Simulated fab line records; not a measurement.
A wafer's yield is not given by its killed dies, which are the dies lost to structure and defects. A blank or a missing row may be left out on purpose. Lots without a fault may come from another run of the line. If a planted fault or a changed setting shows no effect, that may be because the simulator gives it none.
Code-filled problem report in 8D (eight disciplines) form | flow nand harc | the parts of the form that need people (team, actions taken, sign-off) are left out

1. THE ISSUE
Wafers without a fault read 1001 nm, standard deviation 10; thk nm at NHARC_A_ONON_D1_THK_MEAS_14 reads a mean of 682 nm on 4 wafers belonging to 2 lots. Relative to the usual mean, that is a shift of -32 standard deviations.
The step: measures by ellipsometry.
Earliest sighting: wafer L467.4 on film metro-01 at day 11 19:45. At this step, 42 wafers from 14 lots have a number in the record. By rule, "out" or "out of limits" means more than 4 standard deviations away from the usual mean. All remaining wafers that have a number are taken as sound.

2. WHAT IT IS; WHAT IT IS NOT
question                    | is                             | is not
which readings at this step | thk nm                         | -
which lots                  | L467, L472                     | L451, L454, L455, L456, L457, L458, L459, L460, L462, L465, L473, L474
which wafers of those lots  | L467.4, L467.6, L472.5, L472.6 | L467.2, L472.3
read on which gauges        | film metro-01                  | film metro-02
when                        | from day 11 19:45              | up to then (31 sound wafers); but 7 sound wafers of L472, L473, L474 came after

3. SUSPECTS, AND WHAT RULES EACH OUT
Counting: a tool at a process step up to the reading stays a suspect if it ran every lot that is out. Sound lots after the first of them don't rule it out here, since some wafers of a struck lot are sound.
- the gauge at NHARC_A_ONON_D1_THK_MEAS_14 has been ruled out. All the wafers that are out were read on film metro-01, but those of them that NHARC_END_SORT_01 has rows for are out there too, on other tools.
- rie diel-01 at NHARC_P_BONDPAD_ACTIVATE_29 (chemistry N2, time 60 s): kept. It ran every lot that is out, first L467 (day 10 17:20); its last sound lot up to then is L465 (day 9 14:30).
- pecvd onon-02 at NHARC_A_ONON_D1_DEP_12 (target thk 1000 nm): kept. It ran every lot that is out, first L467 (day 11 19:18); its last sound lot up to then is L459 (day 9 11:10).
Left after counting: rie diel-01 at NHARC_P_BONDPAD_ACTIVATE_29, pecvd onon-02 at NHARC_A_ONON_D1_DEP_12.

4. THE CAUSE (what the simulator had put in)
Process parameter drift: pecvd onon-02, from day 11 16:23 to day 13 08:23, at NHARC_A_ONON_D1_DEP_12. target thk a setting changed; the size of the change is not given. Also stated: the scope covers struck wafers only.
2 suspects survive the count, and this tool is in that group.

5. THE CHAIN OF EFFECTS, in route order
Each row: a reading whose mean over the struck wafers that have a number lies more than 3 standard deviations from the usual. Only readings for which the record gives a usual standard deviation are gone through. hours: the time from each lot's start at the first step in this table that gives one to its start at this step, as a median over the lots. sigmas: the change in usual standard deviations.
hours | step                        | reading         | usual   | on struck wafers | change | sigmas
0     | NHARC_A_ONON_D1_THK_MEAS_14 | thk nm          | 1001 nm | 682              | -319   | -32
283   | NHARC_END_SORT_01           | killed at array | 29      | 670              | +641   | +76
283   | NHARC_END_SORT_01           | killed dies     | 33      | 677              | +644   | +72

6. WHAT WOULD HAVE CAUGHT IT SOONER
In this record the first reading out of limits at a measuring or inspecting step was taken at day 11 19:45, 3 hours after the fault began at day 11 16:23.
Of the lots that are out (2), L472 began NHARC_A_ONON_D1_DEP_12 on pecvd onon-02 after day 11 19:45. Holding the tool at that time would have saved it.
